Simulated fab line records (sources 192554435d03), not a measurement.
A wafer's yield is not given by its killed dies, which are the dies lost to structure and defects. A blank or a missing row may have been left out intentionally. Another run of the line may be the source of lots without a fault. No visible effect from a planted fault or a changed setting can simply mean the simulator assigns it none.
Comparing a struck lot with a sound one / flow n5-finfet / 22 out of 1938 route steps
Sound: the wafers L508.2, L508.3, L508.5. Wafers struck: L497.1, L497.3, L497.4. The cause is given at the end.
For every step that has rows: the tool of each side, followed by ch and its chambers, followed by its first start. Under that, the readings that differ: sound wafers / struck wafers / difference of the means / sigmas: that difference in standard deviations of wafers without a fault.
alike: a reading whose means differ by less than 2 such deviations, as well as words and numbers matching on both sides. not compared: withheld readings; readings where some wafer has no value; bounds like >300 that might hide an equal value; numbers whose values overlap and for which the record gives no deviation.
The two part at a step that has a row with sigmas, a row that says differs or no value, or rows on one side only. When numbers do not overlap yet have no deviation, they are printed without sigmas and do not part them. A reading missing from all wafers of one side parts the sides only when that side holds two or more wafers.

N5_STI_FIN_REVEAL_THK_MEAS_05:
  struck on film-metro-02, day 2 22:43; sound on film-metro-02, day 5 17:27
  alike: thk-nm
N5_STI_FIN_REVEAL_DENSIFY_30:
  sound on rtp-anneal-01 ch 0, day 5 17:30; struck on rtp-anneal-01 ch 0, day 2 22:45
  alike: lamp-power-pct, lamp_zone_2_pct
  not compared: wafer_temp_C_max
N5_STI_FIN_REVEAL_ETCHBACK_08: etches SiO2 in C4F6/O2, target depth 30.5 nm, time 10.167 s.
  sound on rie-diel-04 ch 2,3, day 5 17:41; struck on rie-diel-04 ch 0,1,2, day 2 22:58
  alike: O2_flow_sccm, drypump-motor-current-A, oes-product-au, rf-vpp-V, showerhead-plenum-p-Torr, throttle-valve-pct
  not compared: rf-hours-counter-h
N5_STI_FIN_REVEAL_STRIP_24: strips in N2/H2, time 90 s.
  sound on rie-diel-04 ch 2,3, day 5 17:43; struck on rie-diel-04 ch 0,1,2, day 2 23:00
  alike: drypump-motor-current-A, oes-product-au, rf-vpp-V, showerhead-plenum-p-Torr, throttle-valve-pct
  not compared: rf-hours-counter-h
then, 4 steps without rows for these wafers: N5_STI_FIN_REVEAL_PRECLEAN_25 (cleans in SPM, time 90 s); N5_STI_FIN_REVEAL_PRECLEAN_26 (cleans in SC1, time 45 s); N5_STI_FIN_REVEAL_PRECLEAN_29 (cleans in DHF, time 30 s); N5_STI_FIN_REVEAL_SRD_12 (time 30 s).
N5_STI_FIN_REVEAL_RECESS_09: chemistry HF/NH3, target SiO2, afs cycles 11, target depth 42.5 nm, sublimation time 60 s.
  sound on vapor-etch-01 ch 0,1, day 5 17:56; struck on vapor-etch-01 ch 0,1, day 2 23:13
  alike: drypump-motor-current-A, foreline-p-Torr
then, 3 steps without rows for these wafers: N5_STI_FIN_REVEAL_STRIP_16 (strips SiNx in H3PO4, target depth 23.8 nm); N5_STI_FIN_REVEAL_PRECLEAN_17 (cleans in NF3:NH3, afs cycles 1, time 20 s, sublimation time 60 s); N5_STI_FIN_REVEAL_ETCH_34 (etches Si in H2, material Si, target depth 0.97 nm).
N5_STI_FIN_REVEAL_OXIDATION_31: chemistry O2 PLASMA REMOTE, time 20 s.
  sound on plasma-asher-02 ch 0,1, day 5 20:07; struck on plasma-asher-01 ch 0,1, day 3 01:34
  no value came back on the struck wafers for chamber-pressure-mTorr (mTorr), drypump-motor-current-A (A), heater-power-w (W), o2-flow-sccm (sccm); on the sound wafers chamber-pressure-mTorr (mTorr) reads 999.6 1001.4 999.8
reading=model.Si_of_PMOS_HMC_CHANNEL_EPI_EPI_26.thk-nm (nm); sound=3 3 3; struck=3.271 3.36 3.285; difference=+0.305; sigmas=
  not compared: rf-hours-counter-h
then, 3 steps without rows for these wafers: N5_STI_FIN_REVEAL_PRECLEAN_32 (cleans in NF3:NH3, afs cycles 1, time 20 s, sublimation time 60 s); N5_STI_FIN_REVEAL_STRIP_35 (strips Si3N4 in H3PO4, target depth 4 nm, time 39 s); N5_STI_FIN_REVEAL_SRD_21 (time 30 s).
N5_STI_FIN_REVEAL_OXIDATION_33: chemistry O2 PLASMA REMOTE, time 20 s.
  sound on plasma-asher-01 ch 0, day 5 20:28; struck on plasma-asher-01 ch 0,1, day 3 01:55
  alike: chamber-pressure-mTorr, drypump-motor-current-A, heater-power-w, o2-flow-sccm
  not compared: rf-hours-counter-h
N5_STI_FIN_REVEAL_CLEAN_19: cleans in O3/DIW, time 120 s.
  sound on wet-bench-06 ch 1,2,4, day 5 20:34; struck on wet-bench-05 ch 2,4,6, day 3 02:07
reading=model.Si_of_PMOS_HMC_CHANNEL_EPI_EPI_26.thk-nm (nm); sound=2.4 2.4 2.4; struck=2.8 2.8 2.8; difference=+0.4; sigmas=
then, 1 step without rows for these wafers: N5_STI_FIN_REVEAL_SRD_23 (time 30 s).
N5_STI_FIN_REVEAL_CD_MEAS_22: target cd 6.238 nm, pitch 28 nm.
  struck on cd-sem-01, day 3 02:11; sound on cd-sem-02, day 5 20:38
reading=cd-nm (nm); sound=6.3 6.0 6.5; struck=7.2 7.3 7.8; difference=+1.2; sigmas=+4
N5_STI_FIN_REVEAL_FIN_H_MEAS_10:
  struck on ocd-01, day 3 02:13; sound on ocd-02, day 5 20:40
  alike: trench-depth-nm
-- record jumps: 10 days separate the struck wafers' starts on either side; left off in module STI_FIN_REVEAL, taken up again in module PASSIVATION, whose first shown step is the route's number 1936 --
N5_PASSIVATION_PROBE_49:
  the record has rows for the struck wafers here (prober-01, day 12 18:40) and none for the sound ones

WHERE THEY PART
Last at N5_PASSIVATION_PROBE_49 as far as this record goes, first at N5_STI_FIN_REVEAL_OXIDATION_31.

WHY: what the simulator had put in
Beginning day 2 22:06, the whole step at N5_STI_FIN_REVEAL_OXIDATION_31 was skipped on plasma-asher-01. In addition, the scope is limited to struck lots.
